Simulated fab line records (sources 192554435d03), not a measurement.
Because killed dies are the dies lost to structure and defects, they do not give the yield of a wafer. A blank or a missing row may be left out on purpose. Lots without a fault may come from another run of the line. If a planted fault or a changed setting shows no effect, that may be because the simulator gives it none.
fab line records -- flow n5_finfet
record: lots: 7, wafers: 21
route steps=1938 shown SD_EPI_N@267 SDB@350 HKMG_FIN@402 GATE_CUT@478 MOL_CONTACT_COAG@519
start_h: start of the lot's first displayed wafer, in hours after the record's first day -- wait_h: time in hours since the lot's previous step -- " repeats the value in the row above -- L1.1+2: a single row standing in for several wafers -- - no value present, or no start provided -- * or withheld: withheld -- < > ~ a bound
route shown NAME@n: NAME is a module with steps in the file, n the number in the route of the first one -- usual: mean/standard deviation taken from wafers without a fault -- same: alike in all rows -- chamber/n: place in a boat -- sites: each site's reading -- _std_site: standard deviation of those values -- _edge_site: outer sites' mean less inner sites' -- radius_mm: how far each site lies from the wafer's centre -- mask NAME#n: copy n -- behind: the most recent tool/chamber to have shaped the wafer -- hold: why the lot was held/for how many hours/how that ended -- device: the n, p or np transistor that did not switch -- end of line: the same wafers' tests at the end of the route -- step lacking rows: just its recipe -- killed: at the first sort, the dies lost to defects and structure; wafer yield is something else -- map: per-die view of a wafer (x killed, . not killed, _ where there is no die)
set.NAME: the run value of the setting; set.NAME@STEP: its run value at that earlier step -- model.NAME: the simulator's own value behind a step, which no gauge read
one table per step and one row per wafer, for lots whose settings were changed on purpose
== steps ==
step: N5_SD_EPI_N_EXPOSE_06
recipe: mask_id: SD_N_BLK, na: 1.35, source_shape: conventional, sigma_outer: 0.8, polarization: unpolarized, target_cd_nm: 120, dose_mj: 39.75
lot.wafer,tool,chamber,start_h,wait_h,mask,set.dose_mj
L077.1+5,arfi_scanner-03,0,66.85,-,SD_N_BLK#0,39.75
L077.3,arfi_scanner-03,0,66.85,-,SD_N_BLK#0,37.39
L078.1+6,arfi_scanner-03,0,72.10,-,SD_N_BLK#0,40.64
L078.2,arfi_scanner-03,0,72.10,-,SD_N_BLK#0,39.75
L079.2+5,arfi_scanner-02,0,76.40,-,SD_N_BLK#0,38.36
L079.3,arfi_scanner-02,0,76.40,-,SD_N_BLK#0,39.75
L080.1+2+6,arfi_scanner-02,0,84.97,-,SD_N_BLK#0,39.75
L083.3+4+6,arfi_scanner-02,0,110.38,-,SD_N_BLK#0,39.75
L084.2+5,arfi_scanner-01,0,111.85,-,SD_N_BLK#0,39.75
L084.6,arfi_scanner-01,0,111.85,-,SD_N_BLK#0,38
L090.1+5,arfi_scanner-01,0,145.07,-,SD_N_BLK#0,39.75
L090.6,arfi_scanner-01,0,145.07,-,SD_N_BLK#0,40.7
step: N5_SD_EPI_N_PEB_07
recipe: peb_temp_c: 110, peb_time_s: 60, resist: CAR-ArF-block
step: N5_SD_EPI_N_DEVELOP_08
recipe: develop_time_s: 30, developer: TMAH, resist: CAR-ArF-block, dev_temp_c: 23, rinse_liquid: diw, dry: air_spin
step: N5_SD_EPI_N_CD_MEAS_09
recipe: target_cd_nm: 120, landing_energy_ev: 500, detector: se_inlens
usual: cd_nm: 120.3/0.66
lot.wafer,tool,chamber,start_h,wait_h,set.dose_mj@SD_EPI_N_EXPOSE_06,cd_nm
L077.1,cd_sem-02,0,66.97,-,39.75,121.1
L077.3,cd_sem-02,0,66.97,-,37.39,117.1
L077.5,cd_sem-02,0,66.97,-,39.75,121.4
L078.1,cd_sem-03,0,72.23,-,40.64,121.9
L078.2,cd_sem-03,0,72.23,-,39.75,120.1
L078.6,cd_sem-03,0,72.23,-,40.64,122.1
L079.2,cd_sem-01,0,76.52,-,38.36,117.9
L079.3,cd_sem-01,0,76.52,-,39.75,119.8
L079.5,cd_sem-01,0,76.52,-,38.36,117.6
L080.1,cd_sem-02,0,85.10,-,39.75,119.5
L080.2,cd_sem-02,0,85.10,-,39.75,120.8
L080.6,cd_sem-02,0,85.10,-,39.75,120.3
L083.3,cd_sem-01,0,110.50,-,39.75,119.9
L083.4,cd_sem-01,0,110.50,-,39.75,120.5
L083.6,cd_sem-01,0,110.50,-,39.75,120.5
L084.2,cd_sem-03,0,111.97,-,39.75,119.5
L084.5,cd_sem-03,0,111.97,-,39.75,120.6
L084.6,cd_sem-03,0,111.97,-,38,117.4
L090.1,cd_sem-02,0,145.19,-,39.75,119.7
L090.5,cd_sem-02,0,145.19,-,39.75,119.9
L090.6,cd_sem-02,0,145.19,-,40.7,122.2
step: N5_SD_EPI_N_DESCUM_14
recipe: chemistry: O2, time_s: 7.9, source_power_w: 50, bias_power_w: 20, pressure_mtorr: 20, rf_frequency_hz: 2.712e+07, temp_c: 40, resist: CAR-ArF-block, o2_flow_sccm: 225
lot.wafer,tool,chamber,start_h,wait_h,set.dose_mj@SD_EPI_N_EXPOSE_06,model.SD_EPI_N.cd_nm
L077.1,rie_diel-06,1,67.06,0.0,39.75,121.4
L077.3,rie_diel-06,3,67.06,0.0,37.39,117.2
L077.5,rie_diel-06,1,67.06,0.0,39.75,121.2
L078.1,rie_diel-03,0,72.32,0.0,40.64,121.8
L078.2,rie_diel-03,3,72.32,0.0,39.75,120
L078.6,rie_diel-03,0,72.32,0.0,40.64,121.6
L079.2,rie_diel-06,0,76.61,0.0,38.36,118.4
L079.3,rie_diel-06,3,76.61,0.0,39.75,119.8
L079.5,rie_diel-06,0,76.61,0.0,38.36,117.8
L080.1,rie_diel-06,0,85.41,0.3,39.75,119.8
L080.2,rie_diel-06,3,85.41,0.3,39.75,120.6
L080.6,rie_diel-06,3,85.41,0.3,39.75,120.4
L083.3+6,rie_diel-06,2,110.58,0.0,39.75,120.4
L083.4,rie_diel-06,1,110.58,0.0,39.75,120.8
L084.2,rie_diel-01,2,112.59,0.6,39.75,119.6
L084.5,rie_diel-01,3,112.59,0.6,39.75,120
L084.6,rie_diel-01,2,112.59,0.6,38,117.6
L090.1,rie_diel-06,3,145.59,0.3,39.75,119.8
L090.5,rie_diel-06,0,145.59,0.3,39.75,120.4
L090.6,rie_diel-06,1,145.59,0.3,40.7,122
step: N5_SD_EPI_N_ETCH_34
recipe: chemistry: CF4, target: SiARC, target_depth_a: 455, mask_material: CAR-ArF-block, time_s: 75.8, ion_energy_ev: 80, pressure_mtorr: 40, source_w: 545, bias_w: 36, Ar_flow_sccm: 100, cf4_flow_sccm: 100, ends: cleared
lot.wafer,tool,chamber,start_h,wait_h,set.dose_mj@SD_EPI_N_EXPOSE_06,model.SD_EPI_N.cd_nm
L077.1,rie_diel-06,1,67.10,0.0,39.75,121.6
L077.3,rie_diel-06,3,67.10,0.0,37.39,117.2
L077.5,rie_diel-06,1,67.10,0.0,39.75,121.4
L078.1,rie_diel-03,0,72.36,0.0,40.64,121.8
L078.2,rie_diel-03,3,72.36,0.0,39.75,119.8
L078.6,rie_diel-03,0,72.36,0.0,40.64,121.6
L079.2,rie_diel-06,0,76.64,0.0,38.36,118.4
L079.3,rie_diel-06,3,76.64,0.0,39.75,119.6
L079.5,rie_diel-06,0,76.64,0.0,38.36,118
L080.1,rie_diel-06,0,85.45,0.0,39.75,119.8
L080.2,rie_diel-06,3,85.45,0.0,39.75,120.4
L080.6,rie_diel-06,3,85.45,0.0,39.75,120
L083.3+6,rie_diel-06,2,110.62,0.0,39.75,120.4
L083.4,rie_diel-06,1,110.62,0.0,39.75,120.8
L084.2,rie_diel-01,2,112.62,0.0,39.75,119.4
L084.5,rie_diel-01,3,112.62,0.0,39.75,120.4
L084.6,rie_diel-01,2,112.62,0.0,38,117.4
L090.1,rie_diel-06,3,145.62,0.0,39.75,119.8
L090.5,rie_diel-06,0,145.62,0.0,39.75,120.8
L090.6,rie_diel-06,1,145.62,0.0,40.7,122.2
step: N5_SD_EPI_N_ETCH_16
recipe: chemistry: CHF3/O2, target: SiO2, target_depth_a: 50, mask_material: SOC, pressure_mtorr: 30, source_w: 650, bias_w: 170, Ar_flow_sccm: 200, CHF3_flow_sccm: 50, O2_flow_sccm: 5, ion_energy_ev: 200
lot.wafer,tool,chamber,start_h,wait_h,set.target_depth_a,model.etch.depth_nm
L077.1,rie_diel-06,1,67.68,0.1,46.23,4.609
L077.3,rie_diel-06,3,67.68,0.1,46.23,4.596
L077.5,rie_diel-06,1,67.68,0.1,50,4.99
L078.1,rie_diel-03,0,72.94,0.1,50,5.028
L078.2,rie_diel-03,3,72.94,0.1,50,4.952
L078.6,rie_diel-03,0,72.94,0.1,50,5.018
L079.2,rie_diel-06,0,77.22,0.1,50,4.995
L079.3,rie_diel-06,3,77.22,0.1,55.11,5.42
L079.5,rie_diel-06,0,77.22,0.1,55.11,5.519
L080.1,rie_diel-06,0,86.03,0.1,53.1,5.294
L080.2,rie_diel-06,3,86.03,0.1,50,4.982
L080.6,rie_diel-06,3,86.03,0.1,50,4.93
L083.3,rie_diel-06,2,111.20,0.1,50,5.125
L083.4,rie_diel-06,1,111.20,0.1,50,5.017
L083.6,rie_diel-06,2,111.20,0.1,50,5.127
L084.2,rie_diel-01,2,113.20,0.1,50,4.87
L084.5,rie_diel-01,3,113.20,0.1,44.55,4.543
L084.6,rie_diel-01,2,113.20,0.1,44.55,4.314
L090.1,rie_diel-06,3,146.20,0.1,50,4.967
L090.5,rie_diel-06,0,146.20,0.1,50,5.039
L090.6,rie_diel-06,1,146.20,0.1,50,5.031
step: N5_SDB_COAT_05
recipe: resist: CAR-ArF, spin_rpm: 1500, resist_thk_nm: 90
lot.wafer,tool,chamber,start_h,wait_h,set.spin_rpm,model.CAR-ArF_of_SDB_COAT_05.thk_nm
L077.1+3+5,litho_track-03,0,-,-,1500,89.8
L078.1+2+6,litho_track-02,0,-,-,1500,90
L079.2+5,litho_track-04,0,-,-,1500,90.4
L079.3,litho_track-04,0,-,-,1567,88.4
L080.1,litho_track-04,0,-,-,1500,90.4
L080.2,litho_track-04,0,-,-,1556,88.4
L080.6,litho_track-04,0,-,-,1500,90.2
L083.3,litho_track-04,0,-,-,1500,90.4
L083.4,litho_track-04,0,-,-,1500,89.8
L083.6,litho_track-04,0,-,-,1500,90
L084.2,litho_track-03,0,-,-,1500,90
L084.5,litho_track-03,0,-,-,1500,90.2
L084.6,litho_track-03,0,-,-,1500,90.4
L090.1,litho_track-03,0,-,-,1375,94.6
L090.5,litho_track-03,0,-,-,1500,90.2
L090.6,litho_track-03,0,-,-,1375,94.4
step: N5_SDB_EBR_07
recipe: solvent: PGMEA, ebr_width_mm: 1.5
step: N5_SDB_SOFTBAKE_06
recipe: temp_c: 110, time_s: 60, resist: CAR-ArF
step: N5_SDB_EXPOSE_08
recipe: mask_id: SDB, na: 1.35, source_shape: conventional, sigma_outer: 0.5, polarization: unpolarized, dose_mj: 49.6
step: N5_SDB_PEB_09
recipe: peb_temp_c: withheld, peb_time_s: 60, resist: CAR-ArF
step: N5_SDB_DEVELOP_10
recipe: develop_time_s: 30, developer: TMAH, resist: CAR-ArF, rinse_liquid: diw, dry: air_spin, dev_temp_c: 23
lot.wafer,tool,chamber,start_h,wait_h,set.spin_rpm@SDB_COAT_05,model.CAR-ArF_of_SDB_COAT_05.thk_nm
L077.1+3+5,litho_track-03,0,-,-,1500,88
L078.1+2,litho_track-04,0,-,-,1500,88.2
L078.6,litho_track-04,0,-,-,1500,88.4
L079.2+5,litho_track-02,0,-,-,1500,88.8
L079.3,litho_track-02,0,-,-,1567,86.6
L080.1+6,litho_track-04,0,-,-,1500,88.6
L080.2,litho_track-04,0,-,-,1556,86.6
L083.3,litho_track-04,0,-,-,1500,88.6
L083.4+6,litho_track-04,0,-,-,1500,88.2
L084.2,litho_track-03,0,-,-,1500,88.2
L084.5+6,litho_track-03,0,-,-,1500,88.6
L090.1+6,litho_track-04,0,-,-,1375,92.8
L090.5,litho_track-04,0,-,-,1500,88.6
step: N5_SDB_DESCUM_16
recipe: chemistry: O2, time_s: 7.9, source_power_w: 50, bias_power_w: 20, pressure_mtorr: 20, rf_frequency_hz: 2.712e+07, temp_c: 40, resist: CAR-ArF, o2_flow_sccm: 225
lot.wafer,tool,chamber,start_h,wait_h,set.spin_rpm@SDB_COAT_05,model.CAR-ArF_of_SDB_COAT_05.thk_nm
L077.1+3+5,rie_diel-01,"2,1,3",83.78,0.0,1500,83.2
L078.1+2,rie_diel-06,"0,2",88.75,0.1,1500,83.4
L078.6,rie_diel-06,1,88.75,0.1,1500,83.6
L079.2+5,rie_diel-01,"0,1",93.94,0.0,1500,83.8
L079.3,rie_diel-01,3,93.94,0.0,1567,81.8
L080.1+6,rie_diel-06,"3,2",102.37,0.0,1500,83.8
L080.2,rie_diel-06,1,102.37,0.0,1556,81.8
L083.3,rie_diel-01,3,127.73,0.0,1500,83.8
L083.4+6,rie_diel-01,"2,1",127.73,0.0,1500,83.4
L084.2,rie_diel-06,2,129.38,0.0,1500,83.4
L084.5+6,rie_diel-06,"3,0",129.38,0.0,1500,83.8
L090.1,rie_diel-01,2,164.29,0.0,1375,88
L090.5,rie_diel-01,2,164.29,0.0,1500,83.8
L090.6,rie_diel-01,1,164.29,0.0,1375,87.8
step: N5_HKMG_FIN_ETCH_54
recipe: chemistry: CF4, target: SiARC, target_depth_a: 455, mask_material: CAR-ArF, time_s: 75.8, ion_energy_ev: 80, pressure_mtorr: 40, source_w: 545, bias_w: 36, Ar_flow_sccm: 100, cf4_flow_sccm: 100, ends: cleared
usual: rf_vpp_V: 184.3/1.4
lot.wafer,tool,chamber,start_h,wait_h,set.source_w,rf_vpp_V
L077.1,rie_diel-01,0,89.32,0.0,545,184.2
L077.3,rie_diel-01,1,89.32,0.0,545,182.1
L077.5,rie_diel-01,0,89.32,0.0,545,185.0
L078.1,rie_diel-01,0,94.59,0.0,497.8,190.2
L078.2,rie_diel-01,3,94.59,0.0,497.8,191.9
L078.6,rie_diel-01,2,94.59,0.0,545,184.7
L079.2,rie_diel-01,2,99.59,0.0,545,185.9
L079.3,rie_diel-01,1,99.59,0.0,545,184.5
L079.5,rie_diel-01,3,99.59,0.0,545,186.7
L080.1,rie_diel-06,1,108.06,0.0,545,183.6
L080.2,rie_diel-06,3,108.06,0.0,545,184.8
L080.6,rie_diel-06,3,108.06,0.0,545,183.9
L083.3,rie_diel-03,1,133.11,0.0,545,182.4
L083.4,rie_diel-03,1,133.11,0.0,545,183.6
L083.6,rie_diel-03,0,133.11,0.0,545,185.1
L084.2,rie_diel-03,0,134.75,0.0,622.6,176.1
L084.5,rie_diel-03,1,134.75,0.0,622.6,176.1
L084.6,rie_diel-03,2,134.75,0.0,545,181.5
L090.1,rie_diel-01,3,170.19,0.0,545,186.0
L090.5,rie_diel-01,3,170.19,0.0,545,183.9
L090.6,rie_diel-01,2,170.19,0.0,629.3,175.8
step: N5_HKMG_FIN_ETCH_55
recipe: chemistry: N2/H2, target: SOC, target_depth_a: 2400, temp_c: 40, time_s: 300, ion_energy_ev: 200, mask_material: SiARC, pressure_mtorr: 30, source_w: 840, bias_w: 150, n2_flow_sccm: 200, h2_flow_sccm: 200
usual: rf_vpp_V: 524.5/2.8
lot.wafer,tool,chamber,start_h,wait_h,set.bias_w,rf_vpp_V
L077.1,rie_diel-01,0,89.38,0.0,132.3,484.5
L077.3,rie_diel-01,1,89.38,0.0,150,522.4
L077.5,rie_diel-01,0,89.38,0.0,150,524.7
L078.1,rie_diel-01,0,94.64,0.0,162.1,549.6
L078.2,rie_diel-01,3,94.64,0.0,150,527.9
L078.6,rie_diel-01,2,94.64,0.0,162.1,554.5
L079.2,rie_diel-01,2,99.64,0.0,150,527.9
L079.3,rie_diel-01,1,99.64,0.0,150,523.0
L079.5,rie_diel-01,3,99.64,0.0,150,526.7
L080.1,rie_diel-06,1,108.12,0.0,129.5,476.9
L080.2,rie_diel-06,3,108.12,0.0,150,523.4
L080.6,rie_diel-06,3,108.12,0.0,129.5,476.2
L083.3,rie_diel-03,1,133.16,0.0,150,521.1
L083.4,rie_diel-03,1,133.16,0.0,150,522.2
L083.6,rie_diel-03,0,133.16,0.0,150,525.6
L084.2,rie_diel-03,0,134.81,0.0,150,525.8
L084.5,rie_diel-03,1,134.81,0.0,138.9,496.0
L084.6,rie_diel-03,2,134.81,0.0,150,520.0
L090.1,rie_diel-01,3,170.25,0.0,150,527.6
L090.5,rie_diel-01,3,170.25,0.0,132.9,488.4
L090.6,rie_diel-01,2,170.25,0.0,132.9,487.3
step: N5_GATE_CUT_COAT_34
recipe: resist: SOC, temp_c: 250, time_s: 60, spin_rpm: 1500, resist_thk_nm: 60
lot.wafer,tool,chamber,start_h,wait_h,set.spin_rpm,model.SOC_of_GATE_CUT_COAT_34.thk_nm
L077.1,litho_track-01,0,100.47,0.0,1368,62.8
L077.3,litho_track-01,0,100.47,0.0,1500,60
L077.5,litho_track-01,0,100.47,0.0,1368,63
L078.1,litho_track-02,0,106.38,0.0,1567,58.6
L078.2,litho_track-02,0,106.38,0.0,1567,58.8
L078.6,litho_track-02,0,106.38,0.0,1500,60
L079.2,litho_track-02,0,110.98,0.0,1500,60.2
L079.3+5,litho_track-02,0,110.98,0.0,1500,60
L080.1,litho_track-01,0,120.41,0.0,1500,60
L080.2+6,litho_track-01,0,120.41,0.0,1648,57.4
L083.3+4+6,litho_track-03,0,144.18,0.0,1500,60.2
L084.2,litho_track-01,0,146.31,0.0,1500,60
L084.5,litho_track-01,0,146.31,0.0,1397,62.4
L084.6,litho_track-01,0,146.31,0.0,1500,60.2
L090.1+5,litho_track-03,0,181.67,0.0,1500,60.2
L090.6,litho_track-03,0,181.67,0.0,1410,61.8
step: N5_GATE_CUT_COAT_35
recipe: resist: SiARC, temp_c: 220, time_s: 60, spin_rpm: 1500, resist_thk_nm: 10
step: N5_GATE_CUT_COAT_27
recipe: resist: underlayer, temp_c: 205, time_s: 60, spin_rpm: 1500, resist_thk_nm: 10
step: N5_GATE_CUT_ETCH_28
recipe: chemistry: N2/H2, target: underlayer, target_depth_a: 130, mask_material: CAR-EUV, time_s: 10.4, ion_energy_ev: 200, pressure_mtorr: 30, source_w: 840, bias_w: 150, n2_flow_sccm: 200, h2_flow_sccm: 200, ends: cleared
step: N5_GATE_CUT_ETCH_36
recipe: chemistry: CF4, target: SiARC, target_depth_a: 130, mask_material: CAR-EUV, time_s: 21.7, ion_energy_ev: 80, pressure_mtorr: 40, source_w: 545, bias_w: 36, Ar_flow_sccm: 100, cf4_flow_sccm: 100, ends: cleared
step: N5_GATE_CUT_ETCH_37
recipe: chemistry: N2/H2, target: SOC, target_depth_a: 600, overetch_a: 120, mask_material: SiARC, temp_c: 40, time_s: 90, ion_energy_ev: 200, pressure_mtorr: 30, source_w: 840, bias_w: 150, n2_flow_sccm: 200, h2_flow_sccm: 200
lot.wafer,tool,chamber,start_h,wait_h,set.spin_rpm@GATE_CUT_COAT_34,model.etch.depth_nm
L077.1,rie_diel-04,0,101.04,0.0,1368,62.73
L077.3,rie_diel-04,1,101.04,0.0,1500,59.91
L077.5,rie_diel-04,3,101.04,0.0,1368,62.91
L078.1,rie_diel-05,1,106.96,0.0,1567,58.64
L078.2,rie_diel-05,0,106.96,0.0,1567,58.75
L078.6,rie_diel-05,0,106.96,0.0,1500,60.02
L079.2,rie_diel-02,3,111.58,0.0,1500,60.14
L079.3,rie_diel-02,1,111.58,0.0,1500,60.08
L079.5,rie_diel-02,1,111.58,0.0,1500,60.03
L080.1,rie_diel-04,1,121.44,0.0,1500,59.99
L080.2,rie_diel-04,3,121.44,0.0,1648,57.33
L080.6,rie_diel-04,2,121.44,0.0,1648,57.31
L083.3,rie_diel-04,3,144.80,0.0,1500,60.16
L083.4,rie_diel-04,0,144.80,0.0,1500,60.25
L083.6,rie_diel-04,1,144.80,0.0,1500,60.19
L084.2,rie_diel-05,0,146.79,0.0,1500,60
L084.5,rie_diel-05,0,146.79,0.0,1397,62.36
L084.6,rie_diel-05,3,146.79,0.0,1500,60.12
L090.1,rie_diel-02,0,182.26,0.0,1500,60.1
L090.5,rie_diel-02,0,182.26,0.0,1500,60.12
L090.6,rie_diel-02,1,182.26,0.0,1410,61.89
step: N5_GATE_CUT_STRIP_38
recipe: chemistry: N2/H2, temp_c: 40, n2_flow_sccm: 200, h2_flow_sccm: 200, rf_frequency_hz: 6e+07
step: N5_GATE_CUT_STRIP_39
recipe: chemistry: N2/H2, temp_c: 40, n2_flow_sccm: 200, h2_flow_sccm: 200, rf_frequency_hz: 6e+07
step: N5_GATE_CUT_HM_OPEN_40
recipe: chemistry: C4F6/O2, target: SiO2, mask_material: SiARC, target_depth_a: 1390, time_s: 85.1, ion_energy_ev: 250, pressure_mtorr: 30, source_w: 345, bias_w: 185, Ar_flow_sccm: 300, C4F6_flow_sccm: 10, O2_flow_sccm: 10, ends: cleared
lot.wafer,tool,chamber,start_h,wait_h,set.spin_rpm@GATE_CUT_COAT_34,model.SOC_of_GATE_CUT_COAT_34.thk_nm
L077.1,rie_diel-04,0,101.12,0.0,1368,36
L077.3,rie_diel-04,1,101.12,0.0,1500,32
L077.5,rie_diel-04,3,101.12,0.0,1368,35.4
L078.1+2,rie_diel-05,"1,0",107.04,0.0,1567,31.8
L078.6,rie_diel-05,0,107.04,0.0,1500,32.6
L079.2,rie_diel-02,3,111.67,0.0,1500,33.8
L079.3,rie_diel-02,1,111.67,0.0,1500,33.4
L079.5,rie_diel-02,1,111.67,0.0,1500,33.2
L080.1,rie_diel-04,1,121.53,0.0,1500,32
L080.2,rie_diel-04,3,121.53,0.0,1648,30.4
L080.6,rie_diel-04,2,121.53,0.0,1648,29.6
L083.3,rie_diel-04,3,144.88,0.0,1500,33.4
L083.4,rie_diel-04,0,144.88,0.0,1500,32.6
L083.6,rie_diel-04,1,144.88,0.0,1500,32.2
L084.2,rie_diel-05,0,146.87,0.0,1500,33.2
L084.5,rie_diel-05,0,146.87,0.0,1397,34.8
L084.6,rie_diel-05,3,146.87,0.0,1500,33
L090.1,rie_diel-02,0,182.35,0.0,1500,33.6
L090.5,rie_diel-02,0,182.35,0.0,1500,32.8
L090.6,rie_diel-02,1,182.35,0.0,1410,34.6
step: N5_MOL_CONTACT_COAG_COAT_58
recipe: resist: underlayer, temp_c: 205, time_s: 60, spin_rpm: 1500, resist_thk_nm: 10
lot.wafer,tool,chamber,start_h,wait_h,set.spin_rpm,model.underlayer_of_MOL_CONTACT_COAG_COAT_58.thk_nm
L077.1+3+5,litho_track-05,0,-,-,1500,10
L078.1,litho_track-02,0,-,-,1500,10
L078.2+6,litho_track-02,0,-,-,1342,10.6
L079.2+3+5,litho_track-05,0,-,-,1500,10
L080.1+2+6,litho_track-02,0,-,-,1500,10
L083.3+4+6,litho_track-04,0,-,-,1500,10
L084.2+5+6,litho_track-02,0,-,-,1500,10
L090.1,litho_track-02,0,-,-,1637,9.6
L090.5+6,litho_track-02,0,-,-,1500,10
step: N5_MOL_CONTACT_COAG_COAT_02
recipe: resist: CAR-EUV, spin_rpm: 1500, resist_thk_nm: 30
step: N5_MOL_CONTACT_COAG_EBR_04
recipe: solvent: PGMEA, ebr_width_mm: 1.5
step: N5_MOL_CONTACT_COAG_DESCUM_13
recipe: chemistry: O2, time_s: 7, source_power_w: 50, bias_power_w: 20, pressure_mtorr: 20, rf_frequency_hz: 2.712e+07, temp_c: 40, resist: CAR-EUV, o2_flow_sccm: 225
step: N5_MOL_CONTACT_COAG_ETCH_59
recipe: chemistry: N2/H2, target: underlayer, target_depth_a: 130, mask_material: CAR-EUV, time_s: 10.4, ion_energy_ev: 200, pressure_mtorr: 30, source_w: 840, bias_w: 150, n2_flow_sccm: 200, h2_flow_sccm: 200, ends: cleared
lot.wafer,tool,chamber,start_h,wait_h,set.spin_rpm@MOL_CONTACT_COAG_COAT_58,model.CAR-EUV_of_MOL_CONTACT_COAG_COAT_02.thk_nm,model.etch.depth_nm
L077.1,rie_diel-03,2,104.94,0.0,1500,14.6,10.05
L077.3,rie_diel-03,0,104.94,0.0,1500,14.4,10.02
L077.5,rie_diel-03,3,104.94,0.0,1500,14.6,10.02
L078.1,rie_diel-06,1,111.30,0.0,1500,14.8,10.04
L078.2+6,rie_diel-06,0,111.30,0.0,1342,13.8,10.6
L079.2,rie_diel-01,2,115.45,0.0,1500,14.4,9.999
L079.3,rie_diel-01,1,115.45,0.0,1500,14.4,9.987
L079.5,rie_diel-01,3,115.45,0.0,1500,14.6,9.964
L080.1,rie_diel-06,2,125.29,0.0,1500,14.6,9.957
L080.2,rie_diel-06,1,125.29,0.0,1500,14.8,9.958
L080.6,rie_diel-06,1,125.29,0.0,1500,14.8,9.947
L083.3,rie_diel-01,0,148.88,0.0,1500,14.4,10.04
L083.4,rie_diel-01,3,148.88,0.0,1500,14.6,10.05
L083.6,rie_diel-01,2,148.88,0.0,1500,14.4,9.998
L084.2+6,rie_diel-01,2,150.53,0.0,1500,14.6,10.01
L084.5,rie_diel-01,0,150.53,0.0,1500,14.8,9.986
L090.1,rie_diel-06,3,190.01,0.0,1637,15.2,9.589
L090.5,rie_diel-06,1,190.01,0.0,1500,14.8,10.01
L090.6,rie_diel-06,2,190.01,0.0,1500,14.8,9.995
step: N5_MOL_CONTACT_COAG_ALD_133
recipe: material: SiO2, target_thk_a: 50, temp_c: 100, ald_precursor_family: BDEAS, ald_co_reactant: O2-plasma, pulse_time_s: 1, co_reactant_pulse_time_s: 1, purge_time_s: 2, co_reactant_purge_time_s: 2, ald_cycles: 35, pressure_torr: 2
lot.wafer,tool,chamber,start_h,wait_h,set.ald_cycles,model.SiO2_of_MOL_CONTACT_COAG_ALD_133.thk_nm
L077.1+3,ald_sin-01,"3,1",117.26,0.1,33,4.8
L077.5,ald_sin-01,1,117.26,0.1,35,5
L078.1+2+6,ald_sin-01,"2,3,3",122.34,0.1,35,5
L079.2+3+5,ald_sin-04,"0,2,3",125.40,0.2,35,5
L080.1,ald_sin-01,3,138.60,0.1,30,4.4
L080.2,ald_sin-01,0,138.60,0.1,35,5
L080.6,ald_sin-01,0,138.60,0.1,30,4.2
L083.3+4+6,ald_sin-03,"1,3,3",161.01,0.1,35,5
L084.2+5,ald_sin-04,2,161.91,0.1,35,5
L084.6,ald_sin-04,3,161.91,0.1,39,5.6
L090.1+5+6,ald_sin-01,"3,0,1",202.71,0.1,39,5.6
== key ==
split: step: N5_SD_EPI_N_EXPOSE_06, setting: dose_mj, stated: 39.75, by: wafer
response: step: N5_SD_EPI_N_CD_MEAS_09, reading: cd_nm, change: +0.685, per: 1%, r: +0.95
response: step: N5_SD_EPI_N_DESCUM_14, reading: model.SD_EPI_N.cd_nm, change: +0.623, per: 1%, r: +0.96
response: step: N5_SD_EPI_N_ETCH_34, reading: model.SD_EPI_N.cd_nm, change: +0.647, per: 1%, r: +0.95
split: step: N5_SD_EPI_N_ETCH_16, setting: target_depth_a, stated: 50, by: wafer
response: step: N5_SD_EPI_N_ETCH_16, reading: model.etch.depth_nm, change: +0.0461, per: 1%, r: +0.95
split: step: N5_SDB_COAT_05, setting: spin_rpm, stated: 1500, by: wafer
response: step: N5_SDB_COAT_05, reading: model.CAR-ArF_of_SDB_COAT_05.thk_nm, change: -0.502, per: 1%, r: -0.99
response: step: N5_SDB_DEVELOP_10, reading: model.CAR-ArF_of_SDB_COAT_05.thk_nm, change: -0.506, per: 1%, r: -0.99
response: step: N5_SDB_DESCUM_16, reading: model.CAR-ArF_of_SDB_COAT_05.thk_nm, change: -0.489, per: 1%, r: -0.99
split: step: N5_HKMG_FIN_ETCH_54, setting: source_w, stated: 545, by: wafer
response: step: N5_HKMG_FIN_ETCH_54, reading: rf_vpp_V, change: -0.528, per: 1%, r: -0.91
split: step: N5_HKMG_FIN_ETCH_55, setting: bias_w, stated: 150, by: wafer
response: step: N5_HKMG_FIN_ETCH_55, reading: rf_vpp_V, change: +3.38, per: 1%, r: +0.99
split: step: N5_GATE_CUT_COAT_34, setting: spin_rpm, stated: 1500, by: wafer
response: step: N5_GATE_CUT_COAT_34, reading: model.SOC_of_GATE_CUT_COAT_34.thk_nm, change: -0.296, per: 1%, r: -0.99
response: step: N5_GATE_CUT_ETCH_37, reading: model.etch.depth_nm, change: -0.303, per: 1%, r: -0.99
response: step: N5_GATE_CUT_HM_OPEN_40, reading: model.SOC_of_GATE_CUT_COAT_34.thk_nm, change: -0.273, per: 1%, r: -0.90
split: step: N5_MOL_CONTACT_COAG_COAT_58, setting: spin_rpm, stated: 1500, by: wafer
response: step: N5_MOL_CONTACT_COAG_COAT_58, reading: model.underlayer_of_MOL_CONTACT_COAG_COAT_58.thk_nm, change: -0.0513, per: 1%, r: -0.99
response: step: N5_MOL_CONTACT_COAG_ETCH_59, reading: model.CAR-EUV_of_MOL_CONTACT_COAG_COAT_02.thk_nm, change: +0.073, per: 1%, r: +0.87
response: step: N5_MOL_CONTACT_COAG_ETCH_59, reading: model.etch.depth_nm, change: -0.0498, per: 1%, r: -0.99
split: step: N5_MOL_CONTACT_COAG_ALD_133, setting: ald_cycles, stated: 35, by: wafer
response: step: N5_MOL_CONTACT_COAG_ALD_133, reading: model.SiO2_of_MOL_CONTACT_COAG_ALD_133.thk_nm, change: +0.049, per: 1%, r: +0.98
